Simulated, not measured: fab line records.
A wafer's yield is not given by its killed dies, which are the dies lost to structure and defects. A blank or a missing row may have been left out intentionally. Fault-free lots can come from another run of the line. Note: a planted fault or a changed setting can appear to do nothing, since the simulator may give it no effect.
fab line records -- flow n5-finfet
record: lots: 8, wafers: 23, last-day: 16
route steps=1938 shown GATE_CUT@492 BEOL_M4@1111 PASSIVATION@1936
lots that met no fault: from a run of the same line without faults
start-h: start of the lot's first displayed wafer, in hours after the record's first day -- wait-h: how many hours have passed since the lot's step before this one -- " as in the row above -- L1.1+2: one row covering several wafers at once -- - no value present, or no start provided -- * or withheld: withheld -- < > ~ a bound
route shown NAME@n: NAME is a module with steps in the file, n the number in the route of the first one -- usual: mean and standard deviation over wafers with no fault -- same: alike in all rows -- chamber/n: place in a boat -- sites: the reading at each site -- _std_site: the values' standard deviation -- _edge_site: outer sites' mean less inner sites' -- radius-mm: for every site, how far away it sits from the centre of the wafer -- mask NAME#n: copy n -- behind: tool/chamber where the wafer was last shaped -- hold: what put the lot on hold/how long, in hours/how the hold closed -- device: whichever transistor did not switch (one of n, p or np) -- end of line: the same wafers' tests at the end of the route -- where a step has no rows: the recipe by itself -- killed: dies that structure and defects cost at the first sort, which is not the same as the wafer's yield -- map: a wafer's dies, marking killed ones x, the rest . and places with no die _
set.NAME: setting as actually run; set.NAME@STEP: the setting as run at that earlier step -- model.NAME: the simulator's own value behind a step, which no gauge read
steps of the route over a sample of lots; a table a step, a row a wafer
services: the hour from which a tool's chamber was out of use, counted from the record's first day as start-h (under 0 if before that day), plus the number of hours and why
== steps ==
step: N5_GATE_CUT_ETCH_36
recipe: chemistry: CF4, target: SiARC, target-depth-a: 130, mask-material: CAR-EUV, time-s: 21.7, ion-energy-ev: 80, pressure-mtorr: 40, source-w: 545, bias-w: 36, Ar_flow_sccm: 100, cf4-flow-sccm: 100, ends: cleared
usual: bias-w: 36.00/0.1, cf4-flow-sccm: 99.98/0.29, drypump-motor-current-A: 5.6/0.42, etch-rf-on-time-s: 21.8/0.39, oes-product-au: 0.64/0.06, rf-vpp-V: 184.1/1.1, showerhead-plenum-p-Torr: 2.14/0.066, throttle-valve-pct: 15.73/0.24
lot.wafer,tool,chamber,start-h,wait-h,bias-w,cf4-flow-sccm,drypump-motor-current-A,etch-rf-on-time-s,oes-product-au,rf-hours-counter-h,rf-vpp-V,showerhead-plenum-p-Torr,throttle-valve-pct
L319.2,rie-diel-03,2,108.48,0.0,35.95,99.82,5.5,22.0,0.65,142,182.3,2.07,15.86
L319.5,rie-diel-03,2,108.48,0.0,36.00,100.01,5.5,22.0,0.65,-,183.5,2.08,15.86
L320.1,rie-diel-04,1,118.19,0.0,36.05,100.21,6.1,21.5,0.60,242,184.0,2.13,15.88
L320.3,rie-diel-04,0,118.19,0.0,35.86,100.04,4.7,21.7,0.61,177,182.4,2.04,15.69
L320.6,rie-diel-04,0,118.19,0.0,35.93,99.89,4.7,21.7,0.61,-,183.9,2.04,15.71
L321.1,rie-diel-03,3,118.56,0.0,35.89,100.18,5.2,21.3,0.66,159,183.7,2.23,15.85
L321.3,rie-diel-03,1,118.56,0.0,35.69,99.77,5.8,22.0,0.64,162,183.5,2.15,15.75
L321.5,rie-diel-03,2,118.56,0.0,36.10,99.75,5.5,21.6,0.65,-,182.1,2.07,15.88
L322.1,rie-diel-03,3,120.75,0.0,35.93,99.46,5.2,21.4,0.66,160,185.0,2.23,15.86
L322.2,rie-diel-03,0,120.75,0.0,36.00,99.88,5.6,22.2,0.62,132,183.5,2.23,15.81
L322.4,rie-diel-03,2,120.75,0.0,36.02,99.84,5.5,21.8,0.65,148,183.3,2.07,15.88
L331.1,rie-diel-03,0,174.97,0.0,36.16,99.67,5.7,22.3,0.62,148,185.1,2.22,15.84
L331.5,rie-diel-03,0,174.97,0.0,36.05,99.50,5.7,22.3,0.62,-,185.8,2.22,15.84
L331.6,rie-diel-03,3,174.97,0.0,35.91,100.00,5.2,21.5,0.64,-,185.4,2.23,15.88
L333.1,rie-diel-03,2,191.54,0.0,35.94,100.01,5.5,22.0,0.63,170,184.1,2.07,15.93
L333.2,rie-diel-03,3,191.54,0.0,36.02,100.06,5.2,21.8,0.63,183,185.8,2.22,15.92
L333.6,rie-diel-03,3,191.54,0.0,35.94,100.21,5.2,21.9,0.63,-,183.9,2.22,15.90
L336.1,rie-diel-04,3,207.36,0.0,36.08,99.70,5.9,21.7,0.61,227,183.4,2.12,16.13
L336.2,rie-diel-04,1,207.36,0.0,36.20,100.14,6.1,21.3,0.82,9,182.9,2.12,15.42
L336.3,rie-diel-04,2,207.36,0.0,36.09,99.88,5.7,22.3,0.60,192,184.3,2.20,15.34
L338.2,rie-diel-03,1,217.91,0.0,35.95,100.03,5.8,22.4,0.62,193,183.8,2.14,15.82
L338.4,rie-diel-03,2,217.91,0.0,35.97,100.06,5.5,21.9,0.63,179,182.8,2.06,15.94
L338.5,rie-diel-03,2,217.91,0.0,35.89,100.01,5.5,21.9,0.63,-,184.3,2.06,15.93
step: N5_GATE_CUT_STRIP_42
recipe: chemistry: O2, power-w: 400, temp-c: 40, pressure-mtorr: 30, rf-frequency-hz: 6e+07, bias-power-w: 0, overash-fraction: 0.3, o2-flow-sccm: 225
usual: drypump-motor-current-A: 5.6/0.41, oes-product-au: 0.75/0.07, rf-vpp-V: 3.7/0.47, showerhead-plenum-p-Torr: 2.10/0.07, throttle-valve-pct: 16.82/0.25
lot.wafer,tool,chamber,start-h,wait-h,drypump-motor-current-A,oes-product-au,rf-hours-counter-h,rf-vpp-V,showerhead-plenum-p-Torr,throttle-valve-pct
L319.2,rie-diel-03,2,108.67,0.0,5.5,0.76,142,2.8,2.02,16.88
L319.5,rie-diel-03,2,108.67,0.0,5.5,0.75,-,3.9,2.02,16.88
L320.1,rie-diel-04,1,118.38,0.0,6.1,0.70,242,3.3,2.06,16.84
L320.3,rie-diel-04,0,118.38,0.0,4.7,0.70,177,3.4,2.01,16.89
L320.6,rie-diel-04,0,118.38,0.0,4.7,0.71,-,4.5,2.01,16.90
L321.1,rie-diel-03,3,118.76,0.0,5.3,0.77,159,3.3,2.20,16.93
L321.3,rie-diel-03,1,118.76,0.0,5.7,0.75,162,4.2,2.11,16.87
L321.5,rie-diel-03,2,118.76,0.0,5.5,0.74,-,4.0,2.02,16.88
L322.1,rie-diel-03,3,120.94,0.0,5.2,0.77,160,2.8,2.20,16.92
L322.2,rie-diel-03,0,120.94,0.0,5.6,0.75,132,3.1,2.20,16.93
L322.4,rie-diel-03,2,120.94,0.0,5.5,0.75,148,3.1,2.02,16.90
L331.1,rie-diel-03,0,175.16,0.0,5.6,0.72,148,3.4,2.19,16.94
L331.5,rie-diel-03,0,175.16,0.0,5.7,0.73,-,4.0,2.19,16.95
L331.6,rie-diel-03,3,175.16,0.0,5.2,0.75,-,3.8,2.19,16.97
L333.1,rie-diel-03,2,191.73,0.0,5.5,0.74,170,4.0,2.01,16.94
L333.2,rie-diel-03,3,191.73,0.0,5.3,0.74,183,3.8,2.19,16.96
L333.6,rie-diel-03,3,191.73,0.0,5.2,0.74,-,3.7,2.19,16.98
L336.1,rie-diel-04,3,207.55,0.0,5.9,0.70,227,3.6,2.09,17.24
L336.2,rie-diel-04,1,207.55,0.0,6.1,0.96,9,3.4,2.05,16.38
L336.3,rie-diel-04,2,207.55,0.0,5.8,0.72,192,3.4,2.18,16.48
L338.2,rie-diel-03,1,218.11,0.0,5.8,0.74,193,4.1,2.10,16.94
L338.4,rie-diel-03,2,218.11,0.0,5.5,0.74,179,4.0,2.01,16.96
L338.5,rie-diel-03,2,218.11,0.0,5.5,0.73,-,3.3,2.01,16.96
step: N5_GATE_CUT_CUT_ETCH_53
recipe: chemistry: SF6/Cl2, target: W, mask-material: SiO2, target-depth-a: 792, pressure-mtorr: 8, icp-w: 900, bias-w: 80, SF6_flow_sccm: 40, Cl2_flow_sccm: 60, ends: cleared
usual: SF6_flow_sccm: 40.00/0.12, bias-w: 80.00/0.24, drypump-motor-current-A: 5.9/0.42, etch-rf-on-time-s: 26.2/0.36, oes-product-au: 0.74/0.036, throttle-valve-pct: 28.99/0.17
lot.wafer,tool,chamber,start-h,wait-h,SF6_flow_sccm,bias-w,drypump-motor-current-A,etch-rf-on-time-s,oes-product-au,rf-hours-counter-h,throttle-valve-pct
L319.2,rie-metal-02,0,108.82,0.1,40.02,79.94,6.4,26.4,0.72,35,28.76
L319.5,rie-metal-02,0,108.82,0.1,40.10,79.73,6.4,26.3,0.72,-,28.75
L320.1,rie-metal-02,0,118.53,0.1,-,-,-,-,-,-,-
L320.3,rie-metal-02,0,118.53,0.1,-,-,-,-,-,-,-
L320.6,rie-metal-02,0,118.53,0.1,-,-,-,-,-,-,-
L321.1,rie-metal-03,0,118.90,0.1,-,-,-,-,-,-,-
L321.3,rie-metal-03,0,118.90,0.1,-,-,-,-,-,-,-
L321.5,rie-metal-03,0,118.90,0.1,-,-,-,-,-,-,-
L322.1,rie-metal-02,1,121.09,0.1,-,-,-,-,-,-,-
L322.2,rie-metal-02,0,121.09,0.1,-,-,-,-,-,-,-
L322.4,rie-metal-02,1,121.09,0.1,-,-,-,-,-,-,-
L331.1,rie-metal-03,1,175.30,0.1,39.92,79.92,6.1,26.3,0.82,4,29.30
L331.5,rie-metal-03,1,175.30,0.1,39.93,80.33,6.1,26.6,0.82,-,29.29
L331.6,rie-metal-03,0,175.30,0.1,39.82,80.26,6.5,25.9,0.75,-,28.85
L333.1,rie-metal-02,0,191.88,0.1,40.08,79.95,6.4,26.5,0.70,42,28.79
L333.2,rie-metal-02,1,191.88,0.1,40.00,79.90,5.2,25.7,0.77,26,28.94
L333.6,rie-metal-02,0,191.88,0.1,39.98,79.91,6.4,26.4,0.69,-,28.77
L336.1,rie-metal-03,1,207.70,0.1,40.02,79.92,6.1,26.1,0.81,6,29.30
L336.2,rie-metal-03,0,207.70,0.1,39.92,79.99,6.4,26.0,0.75,24,28.84
L336.3,rie-metal-03,0,207.70,0.1,40.05,80.04,6.5,26.2,0.74,-,28.84
L338.2,rie-metal-02,1,218.26,0.1,39.90,80.45,5.2,26.1,0.75,29,28.97
L338.4,rie-metal-02,0,218.26,0.1,40.01,79.96,6.4,26.8,0.68,-,28.77
L338.5,rie-metal-02,1,218.26,0.1,40.01,80.39,5.2,25.9,0.76,-,28.95
step: N5_GATE_CUT_CUT_ETCH_54
recipe: chemistry: Cl2/BCl3, target: TiN, mask-material: SiO2, target-depth-a: 967, pressure-mtorr: 10, icp-w: 1000, bias-w: 126, Cl2_flow_sccm: 53.25, bcl3-flow-sccm: 21.75, Ar_flow_sccm: 25, ends: cleared
usual: bcl3-flow-sccm: 21.74/0.065, bias-w: 126.0/0.38, drypump-motor-current-A: 5.9/0.42, etch-rf-on-time-s: 36.6/0.44, oes-product-au: 0.74/0.035, throttle-valve-pct: 22.20/0.15
lot.wafer,tool,chamber,start-h,wait-h,bcl3-flow-sccm,bias-w,drypump-motor-current-A,etch-rf-on-time-s,oes-product-au,rf-hours-counter-h,throttle-valve-pct
L319.2,rie-metal-02,0,108.88,0.0,21.75,125.5,6.4,37.0,0.71,35,21.99
L319.5,rie-metal-02,0,108.88,0.0,21.69,125.5,6.3,37.5,0.70,-,22.02
L320.1,rie-metal-02,0,118.59,0.0,21.77,125.6,6.4,47.9,0.29,36,22.56
L320.3,rie-metal-02,0,118.59,0.0,21.73,126.0,6.4,47.9,0.30,-,22.54
L320.6,rie-metal-02,0,118.59,0.0,21.69,126.1,6.4,47.9,0.30,-,22.53
L321.1,rie-metal-03,0,119.02,0.1,21.72,125.8,6.5,47.9,0.32,15,22.69
L321.3,rie-metal-03,0,119.02,0.1,21.68,125.7,6.5,47.9,0.32,-,22.67
L321.5,rie-metal-03,0,119.02,0.1,21.67,125.7,6.5,47.9,0.32,-,22.70
L322.1,rie-metal-02,1,121.15,0.0,21.73,126.6,5.2,47.9,0.33,21,22.77
L322.2,rie-metal-02,0,121.15,0.0,21.81,125.2,6.4,47.9,0.30,36,22.54
L322.4,rie-metal-02,1,121.15,0.0,21.76,126.6,5.2,47.9,0.32,-,22.75
L331.1,rie-metal-03,1,175.36,0.0,21.70,125.8,6.2,36.5,0.82,4,22.63
L331.5,rie-metal-03,1,175.36,0.0,21.70,125.2,6.1,37.0,0.81,-,22.62
L331.6,rie-metal-03,0,175.36,0.0,21.76,125.6,6.5,36.6,0.76,-,22.15
L333.1,rie-metal-02,0,191.94,0.0,21.66,126.4,6.4,37.0,0.70,42,22.02
L333.2,rie-metal-02,1,191.94,0.0,21.87,125.9,5.2,35.6,0.77,26,22.22
L333.6,rie-metal-02,0,191.94,0.0,21.48,126.3,6.4,36.5,0.70,-,22.00
L336.1,rie-metal-03,1,207.76,0.0,21.77,126.2,6.1,36.5,0.81,6,22.61
L336.2,rie-metal-03,0,207.76,0.0,21.82,125.8,6.5,36.7,0.74,24,22.17
L336.3,rie-metal-03,0,207.76,0.0,21.71,126.4,6.5,36.2,0.75,-,22.17
L338.2,rie-metal-02,1,218.32,0.0,21.69,127.1,5.2,35.8,0.76,29,22.23
L338.4,rie-metal-02,0,218.32,0.0,21.72,125.7,6.4,36.8,0.69,-,22.02
L338.5,rie-metal-02,1,218.32,0.0,21.69,126.3,5.2,36.0,0.75,-,22.23
step: N5_GATE_CUT_STRIP_21
recipe: chemistry: N2/H2, time-s: 30, power-w: 1000, temp-c: 250, pressure-mtorr: withheld, n2-flow-sccm: 1750, h2-flow-sccm: 3250
usual: drypump-motor-current-A: 5.4/0.37, heater-power-w: 303/11
lot.wafer,tool,chamber,start-h,wait-h,drypump-motor-current-A,heater-power-w,rf-hours-counter-h
L319.2,plasma-asher-01,1,109.11,0.0,5.3,302,44
L319.5,plasma-asher-01,1,109.11,0.0,5.3,299,-
L320.1,plasma-asher-01,1,118.82,0.0,5.3,293,48
L320.3,plasma-asher-01,1,118.82,0.0,5.3,299,-
L320.6,plasma-asher-01,0,118.82,0.0,4.9,295,-
L321.1,plasma-asher-01,1,119.46,0.1,5.3,304,48
L321.3,plasma-asher-01,1,119.46,0.1,5.3,303,-
L321.5,plasma-asher-01,1,119.46,0.1,5.3,306,-
L322.1,plasma-asher-01,1,121.38,0.0,5.3,303,49
L322.2,plasma-asher-01,0,121.38,0.0,5.0,291,49
L322.4,plasma-asher-01,0,121.38,0.0,4.9,293,-
L331.1,plasma-asher-02,0,175.60,0.0,5.8,322,99
L331.5,plasma-asher-02,1,175.60,0.0,5.9,305,-
L331.6,plasma-asher-02,0,175.60,0.0,5.8,323,-
L333.1,plasma-asher-02,0,192.17,0.0,5.8,321,102
L333.2,plasma-asher-02,1,192.17,0.0,5.8,303,102
L333.6,plasma-asher-02,1,192.17,0.0,5.8,297,-
L336.1,plasma-asher-01,1,207.99,0.0,5.3,302,66
L336.2,plasma-asher-01,0,207.99,0.0,5.0,292,66
L336.3,plasma-asher-01,0,207.99,0.0,4.9,293,-
L338.2,plasma-asher-01,0,218.55,0.0,4.9,290,68
L338.4,plasma-asher-01,0,218.55,0.0,4.9,300,-
L338.5,plasma-asher-01,0,218.55,0.0,4.9,299,-
step: N5_GATE_CUT_THK_MEAS_24
recipe: reads: SiO2_of_GATE_CUT_HM_DEP_46+SiO2_flowable_of_ILD0_FCVD_FILL_01
usual: GC_FILL_THK: 219.7/2
lot.wafer,tool,chamber,start-h,wait-h,GC_FILL_THK[nm]
L319.2,film-metro-01,-,111.07,0.3,218.5
L319.5,film-metro-01,-,111.07,0.3,222.1
L320.1,film-metro-01,-,120.76,-,228.6
L320.3,film-metro-01,-,120.76,-,230.5
L320.6,film-metro-01,-,120.76,-,231.2
L321.1,film-metro-01,-,121.40,-,227.6
L321.3,film-metro-01,-,121.40,-,225.6
L321.5,film-metro-01,-,121.40,-,227.6
L322.1,film-metro-01,-,123.31,-,228.4
L322.2,film-metro-01,-,123.31,-,225.1
L322.4,film-metro-01,-,123.31,-,227.5
L331.1,film-metro-02,-,177.54,-,215.3
L331.5,film-metro-02,-,177.54,-,215.8
L331.6,film-metro-02,-,177.54,-,219.5
L333.1,film-metro-02,-,194.10,-,221.1
L333.2,film-metro-02,-,194.10,-,218.3
L333.6,film-metro-02,-,194.10,-,222.9
L336.1,film-metro-01,-,209.93,-,221.6
L336.2,film-metro-01,-,209.93,-,217.8
L336.3,film-metro-01,-,209.93,-,216.7
L338.2,film-metro-02,-,220.67,-,215.8
L338.4,film-metro-02,-,220.67,-,221.8
L338.5,film-metro-02,-,220.67,-,220.3
step: N5_BEOL_M4_RC_MEAS_101
usual: DIBL_N: 35.9/1.6, DIBL_P: 35.6/2.1, IOFF_N: 0.149/0.029, IOFF_P: 0.20/0.033, ION_N: 671/11, ION_P: 460/7.3, SS_N: 71.4/0.62, SS_P: 73.2/0.65, VT_N: 251/3.1, VT_P: -251/3.4
lot.wafer,tool,chamber,start-h,wait-h,DIBL_N[mV/V],DIBL_P[mV/V],IOFF_N[nA/um],IOFF_P[nA/um],ION_N[uA/um],ION_P[uA/um],SS_N[mV/dec],SS_P[mV/dec],VT_N[mV],VT_P[mV]
L319.2,prober-02,0,182.65,0.2,35.5,36.8,0.138,0.18,668,454,71.2,73.5,251,-256
L319.5,prober-02,0,182.65,0.2,34.7,35.0,0.136,0.16,668,452,71.5,72.3,253,-256
L331.1,prober-01,0,257.33,0.0,37.1,35.7,0.152,0.18,673,462,71.7,73.0,252,-253
L331.5,prober-01,0,257.33,0.0,37.1,36.3,0.158,0.19,670,464,72.0,73.3,250,-253
L331.6,prober-01,0,257.33,0.0,37.4,37.6,0.155,0.20,677,460,72.0,73.9,251,-250
L333.1,prober-02,0,273.80,0.0,37.3,38.0,0.163,0.23,665,458,72.7,73.9,250,-251
L333.2,prober-02,0,273.80,0.0,36.2,35.3,0.141,0.18,656,450,71.8,73.1,253,-257
L333.6,prober-02,0,273.80,0.0,36.7,35.5,0.150,0.19,661,458,72.4,73.3,253,-254
L336.1,prober-01,0,283.36,0.0,35.7,34.9,0.132,0.20,672,465,72.0,73.4,254,-250
L336.2,prober-01,0,283.36,0.0,33.7,32.6,0.110,0.17,651,454,70.9,72.2,254,-249
L336.3,prober-01,0,283.36,0.0,36.3,35.9,0.150,0.21,664,453,71.7,73.2,252,-248
L338.2,prober-02,0,300.61,0.2,36.8,35.2,0.157,0.21,681,468,70.7,73.0,253,-250
L338.4,prober-02,0,300.61,0.2,38.7,38.1,0.199,0.26,683,467,71.9,73.8,245,-244
L338.5,prober-02,0,300.61,0.2,39.1,38.4,0.213,0.27,697,475,72.5,74.2,244,-248
step: N5_PASSIVATION_PROBE_49
usual: defect-limited-yield: 90.9/1.5, killed_at_M0_to_M3: 36/9.9, killed_at_M4_up: 13/4.5, killed-at-contacts: 13/6.4, killed-at-front-end: 42/12, killed-at-other: 3.4/3, killed-dies: 107/18, killed-on-rim: 14/4.3, killed-open: 69/13, killed-short: 35/8.2, sort_bin_5_function: 5.3/1.1, sort_bin_6_memory: 3.4/0.69, sort-n-pass: 1073/18, sort-yield-pct: 90.9/1.5
same: gross-dies: 1180, killed-at-back-side: 0, sort_bin_4_leakage[%]: 0, sort_bin_8_speed[%]: 0
lot.wafer,tool,chamber,start-h,wait-h,defect-limited-yield[%],killed_at_M0_to_M3,killed_at_M4_up,killed-at-contacts,killed-at-front-end,killed-at-other,killed-dies,killed-on-rim,killed-open,killed-short,sort_bin_5_function[%],sort_bin_6_memory[%],sort-n-pass,sort-yield-pct[%]
L320.1,prober-02,-,294.79,0.0,0,43,4,4,1127,2,1180,152,54,38,97.1,2.5,0,0
L320.3,prober-02,-,294.89,0.1,0,38,5,7,1128,2,1180,152,56,39,96.5,3.4,0,0
L320.6,prober-02,-,295.04,0.3,0,28,8,9,1134,1,1180,152,48,35,97.4,2.6,0,0
L321.1,prober-01,-,298.72,0.0,0,31,14,11,1123,1,1180,152,67,41,95.2,4.5,0,0
L321.3,prober-01,-,298.82,0.1,0,38,17,7,1115,3,1180,152,69,30,96.1,3.5,0,0
L321.5,prober-01,-,298.92,0.2,0,25,11,15,1127,2,1180,152,71,38,95.5,4.3,0,0
L322.1,prober-02,-,305.99,0.0,0,31,15,16,1118,0,1180,152,74,27,96.4,3.5,0,0
L322.2,prober-02,-,306.04,0.1,0,23,15,21,1119,2,1180,152,68,32,95.8,3.8,0,0
L322.4,prober-02,-,306.14,0.2,0,26,13,15,1122,4,1180,152,65,43,96.2,3.6,0,0
L333.1,prober-01,-,382.15,0.0,92.2,15,11,18,46,2,92,11,62,30,4.3,3.3,1088,92.2
L333.2,prober-01,-,382.20,0.1,92.5,27,14,12,34,2,89,16,57,28,4.2,3.0,1091,92.5
L333.6,prober-01,-,382.40,0.3,92.5,24,10,19,31,5,89,12,57,28,4.3,2.9,1091,92.5
killed by level:class
L320.1 GATE_CUT:area-etch=1087 BEOL_M0_SAQP:geometric-particle:short=12 BEOL_M0_SAQP:geometric-particle:open=9 STI_FIN_REVEAL:geometric-particle:open=8 BEOL_M2:geometric-particle:open=8 FIN_SAQP:geometric-particle:short=7 DUMMY_GATE:geometric-particle:open=6 BEOL_M3:geometric-particle:open=5
L320.3 GATE_CUT:area-etch=1085 BEOL_M0_SAQP:geometric-particle:short=13 BEOL_M0_SAQP:geometric-particle:open=12 MOL_CONTACT_COAG:geometric-particle:open=7 BEOL_M3:geometric-particle:open=7 FIN_SAQP:geometric-particle:open=6 FIN_SAQP:geometric-particle:short=6 STI_FIN_REVEAL:geometric-particle:open=6
L320.6 GATE_CUT:area-etch=1097 BEOL_M0_SAQP:geometric-particle:short=12 BEOL_M0_SAQP:geometric-particle:open=8 FIN_SAQP:geometric-particle:open=7 STI_FIN_REVEAL:geometric-particle:open=7 MOL_CONTACT_COAG:geometric-particle:open=7 FIN_SAQP:geometric-particle:short=6 BEOL_M3:geometric-particle:open=5
L321.1 GATE_CUT:area-etch=1072 FIN_SAQP:geometric-particle:open=13 FIN_SAQP:geometric-particle:short=12 MOL_CONTACT_COAG:geometric-particle:open=10 STI_FIN_REVEAL:geometric-particle:open=7 BEOL_M2:geometric-particle:short=6 BEOL_M1:geometric-particle:open=5 BEOL_M2:geometric-particle:open=5
L321.3 GATE_CUT:area-etch=1078 FIN_SAQP:geometric-particle:open=13 BEOL_M0_SAQP:geometric-particle:open=11 BEOL_M4:geometric-particle:open=7 FIN_SAQP:geometric-particle:short=6 BEOL_M1:geometric-particle:open=6 BEOL_M0_SAQP:geometric-particle:short=5 BEOL_M2:geometric-particle:open=5
L321.5 GATE_CUT:area-etch=1071 FIN_SAQP:geometric-particle:open=17 MOL_CONTACT_COAG:geometric-particle:open=13 FIN_SAQP:geometric-particle:short=12 STI_FIN_REVEAL:geometric-particle:open=8 BEOL_M2:geometric-particle:open=6 DUMMY_GATE:geometric-particle:open=5 BEOL_M1:geometric-particle:open=4
L322.1 GATE_CUT:area-etch=1079 MOL_CONTACT_COAG:geometric-particle:open=14 FIN_SAQP:geometric-particle:open=11 STI_FIN_REVEAL:geometric-particle:open=8 BEOL_M0_SAQP:geometric-particle:open=8 BEOL_M0_SAQP:geometric-particle:short=7 FIN_SAQP:geometric-particle:short=6 GATE_CUT:geometric-particle:short=6
L322.2 GATE_CUT:area-etch=1076 MOL_CONTACT_COAG:geometric-particle:open=16 FIN_SAQP:geometric-particle:open=10 FIN_SAQP:geometric-particle:short=9 BEOL_M0_SAQP:geometric-particle:open=8 STI_FIN_REVEAL:geometric-particle:open=6 MOL_CONTACT_COAG:geometric-particle:short=5 BEOL_M4:geometric-particle:open=5
L322.4 GATE_CUT:area-etch=1070 FIN_SAQP:geometric-particle:open=12 FIN_SAQP:geometric-particle:short=11 MOL_CONTACT_COAG:geometric-particle:open=10 GATE_CUT:geometric-particle:short=8 BEOL_M4:geometric-particle:open=7 GATE_CUT:geometric-particle:open=6 BEOL_M0_SAQP:geometric-particle:short=6
L333.1 FIN_SAQP:geometric-particle:open=15 MOL_CONTACT_COAG:geometric-particle:open=13 FIN_SAQP:geometric-particle:short=10 BEOL_M4:geometric-particle:open=8 STI_FIN_REVEAL:geometric-particle:open=6 MOL_CONTACT_COAG:geometric-particle:short=5 GATE_CUT:geometric-particle:open=4 BEOL_M0_SAQP:geometric-particle:open=4
L333.2 MOL_CONTACT_COAG:geometric-particle:open=9 FIN_SAQP:geometric-particle:short=7 BEOL_M1:geometric-particle:open=7 FIN_SAQP:geometric-particle:open=6 STI_FIN_REVEAL:geometric-particle:open=6 BEOL_M0_SAQP:geometric-particle:short=6 BEOL_M0_SAQP:geometric-particle:open=5 BEOL_M3:geometric-particle:open=5
L333.6 MOL_CONTACT_COAG:geometric-particle:open=13 FIN_SAQP:geometric-particle:open=6 STI_FIN_REVEAL:geometric-particle:open=6 MOL_CONTACT_COAG:geometric-particle:short=6 BEOL_M4:geometric-particle:open=6 BEOL_M0_SAQP:geometric-particle:short=5 GATE_CUT:geometric-particle:open=4 BEOL_M1:geometric-particle:open=4
== services ==
tool,chamber,start-h,hours,kind
rie-metal-03,1,95.95,-,clean
rie-metal-03,1,95.95,31.9,scheduled-down
rie-metal-03,1,95.95,31.9,vent-cycle
rie-diel-04,1,100.49,1.5,repair
rie-diel-04,3,109.90,12.2,repair
plasma-asher-02,-,110.53,14.6,pm
rie-diel-04,3,126.58,27.6,repair
rie-diel-04,-,138.91,0.5,repair
rie-metal-02,-,141.53,14.6,pm
plasma-asher-02,-,144.66,1.6,repair
rie-diel-04,1,154.34,-,clean
rie-diel-04,1,154.34,-,consumable-replace:focus-ring
rie-diel-04,1,154.34,25.1,scheduled-down
rie-diel-04,1,154.34,25.1,vent-cycle
rie-metal-03,1,181.20,12.1,repair
plasma-asher-01,-,202.47,0.5,repair
== key ==
first-sign: step: N5_GATE_CUT_CUT_ETCH_53, reading: tool-record, direction: missing
effect: step: N5_GATE_CUT_CUT_ETCH_54, reading: etch-rf-on-time-s, direction: up, sigmas: 26, usual: *, struck: *
effect: step: N5_GATE_CUT_THK_MEAS_24, reading: GC_FILL_THK, direction: up, sigmas: 4.1, usual: 219.7, struck: 228.0
effect: step: N5_PASSIVATION_PROBE_49, reading: killed-at-front-end, direction: up, sigmas: 90, usual: 42, struck: 1124
more-kills-born-at: N5_GATE_CUT_CUT_ETCH_53@rie-metal-02: 6494, N5_GATE_CUT_CUT_ETCH_53@rie-metal-03: 3221
met-at N5_GATE_CUT_CUT_ETCH_53
struck-lots L320,L321,L322
later-rows-left-out L320.1,L320.3,L320.6,L321.1,L321.3,L321.5,L322.1,L322.2,L322.4
not-acting-at N5_GATE_CUT_ETCH_36,N5_GATE_CUT_STRIP_42,N5_GATE_CUT_STRIP_21
onset-between 108.82 118.53
fault: kind: skipped-step-whole, tool: rie-metal-02,rie-metal-03, chamber: -, onset-h: 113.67, steps: N5_GATE_CUT_CUT_ETCH_53, scope: struck-lots-only
later-rows-left-out: the simulator's readings of these wafers behind a module that went badly wrong aren't trusted and aren't shown, but for the sort
